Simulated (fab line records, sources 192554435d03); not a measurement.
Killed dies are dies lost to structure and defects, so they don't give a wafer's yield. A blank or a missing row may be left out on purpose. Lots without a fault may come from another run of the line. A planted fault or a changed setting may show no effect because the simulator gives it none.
Split-lot experiment | flow n5_finfet | 7 lots, 21 wafers read, on a route of 1938 steps

THE SPLIT
At N5_BEOL_M6_VIA_ETCH_34 (etches SiCOH lowk in C4F6/O2, target depth 126.3 nm, time 50.9 s), the setting time_s was moved away from the recipe's 50.9 s on 8 of the 21 wafers read, by -22.0% to +21.3%. The other wafers ran this setting at the recipe's value.

The reading is taken at the split's own step.

THE READING
SOC_of_BEOL_M6_COAT_63.thk_nm (the simulator's own value, which no gauge read), in nm, at N5_BEOL_M6_VIA_ETCH_34 (etches SiCOH lowk in C4F6/O2, target depth 126.3 nm, time 50.9 s). The file gives no usual value for it. The 13 wafers here that ran the recipe average 54.2 nm, standard deviation 0.25 nm.

wafer  | tool, chamber at the split | time_s as run, s | against the recipe | SOC_of_BEOL_M6_COAT_63.thk_nm, nm | against lot-mates on the recipe
L075.3 | rie_diel-06, 0             | 50.9             | recipe             | 54                                | -
L075.5 | rie_diel-06, 1             | 50.9             | recipe             | 54.2                              | -
L075.6 | rie_diel-06, 2             | 50.9             | recipe             | 54                                | -
L080.1 | rie_diel-05, 2             | 46.11            | -9.4%              | 55                                | +0.6
L080.2 | rie_diel-05, 0             | 50.9             | recipe             | 54.4                              | -
L080.4 | rie_diel-05, 3             | 46.11            | -9.4%              | 54.8                              | +0.4
L081.1 | rie_diel-06, 3             | 50.9             | recipe             | 54.4                              | -
L081.4 | rie_diel-06, 2             | 39.72            | -22.0%             | 55.8                              | +1.4
L081.6 | rie_diel-06, 0             | 39.72            | -22.0%             | 55.4                              | +1.0
L087.1 | rie_diel-02, 0             | 61.76            | +21.3%             | 52.2                              | -1.6
L087.3 | rie_diel-02, 3             | 50.9             | recipe             | 53.6                              | -
L087.4 | rie_diel-02, 2             | 50.9             | recipe             | 54                                | -
L089.2 | rie_diel-06, 2             | 43.75            | -14.0%             | 55.2                              | +0.6
L089.4 | rie_diel-06, 3             | 50.9             | recipe             | 54.6                              | -
L089.5 | rie_diel-06, 3             | 43.75            | -14.0%             | 55.4                              | +0.8
L090.1 | rie_diel-02, 1             | 50.9             | recipe             | 54.2                              | -
L090.2 | rie_diel-02, 0             | 50.9             | recipe             | 54.2                              | -
L090.5 | rie_diel-02, 3             | 50.9             | recipe             | 54                                | -
L094.1 | rie_diel-06, 0             | 39.95            | -21.5%             | 55.8                              | +1.5
L094.5 | rie_diel-06, 0             | 50.9             | recipe             | 54.2                              | -
L094.6 | rie_diel-06, 1             | 50.9             | recipe             | 54.4                              | -

THE FIT
A straight line over all 21 wafers: SOC_of_BEOL_M6_COAT_63.thk_nm changes by -0.0769 nm for each +1% of time_s; r = -0.96; the points scatter about the line by 0.24 nm.
The same after taking each lot's own level away (the mean of its wafers on the recipe; 21 wafers): -0.062 nm for each +1%; r = -0.97; scatter 0.16 nm.
On that fit, the largest move of time_s shifts the reading by 1.4 nm.
The lots' own levels span 53.80 to 54.60 nm, that is 3.3 times the standard deviation above.
So the lot-to-lot level changes the slope: the two fits differ.
Check: with one of the wafers moved furthest among these (-22.0%) left out of the fit, the line predicts +1.3 nm for it against its lot-mates. It came out at +1.4 nm against them.

OTHER SPLITS ON THESE WAFERS
These wafers also went through other splits before the reading. Each is held against what the fit with the lots' levels taken away leaves over:
other split on the same wafers | wafers away from the commonest value | r with SOC_of_BEOL_M6_COAT_63.thk_nm (lot level and that fit taken away)
N5_BEOL_M5_ETCH_72 source_w    | 8                                    | +0.06
N5_BEOL_M5_COAT_65 spin_rpm    | 4                                    | -0.20
N5_BEOL_M6_ILD_DEP_00 time_s   | 9                                    | +0.00
N5_BEOL_M6_EXPOSE_08 dose_mj   | 6                                    | -0.35

THE WHOLE CHAIN: every reading that the file lists as answering this split, in the file's order
step                   | what it does                                                     | reading                                                                        | change (the file's fit)                | r (the file's)
N5_BEOL_M6_VIA_ETCH_34 | etches SiCOH lowk in C4F6/O2, target depth 126.3 nm, time 50.9 s | etch.depth_nm (the simulator's own value, which no gauge read)                 | +1.25 nm for each +1% of the setting   | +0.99
N5_BEOL_M6_VIA_ETCH_34 | etches SiCOH lowk in C4F6/O2, target depth 126.3 nm, time 50.9 s | SOC_of_BEOL_M6_COAT_63.thk_nm (the simulator's own value, which no gauge read) | -0.0636 nm for each +1% of the setting | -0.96

THE FILE'S OWN FIT
SOC_of_BEOL_M6_COAT_63.thk_nm changes by -0.0636 nm for each +1% of time_s, r = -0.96.
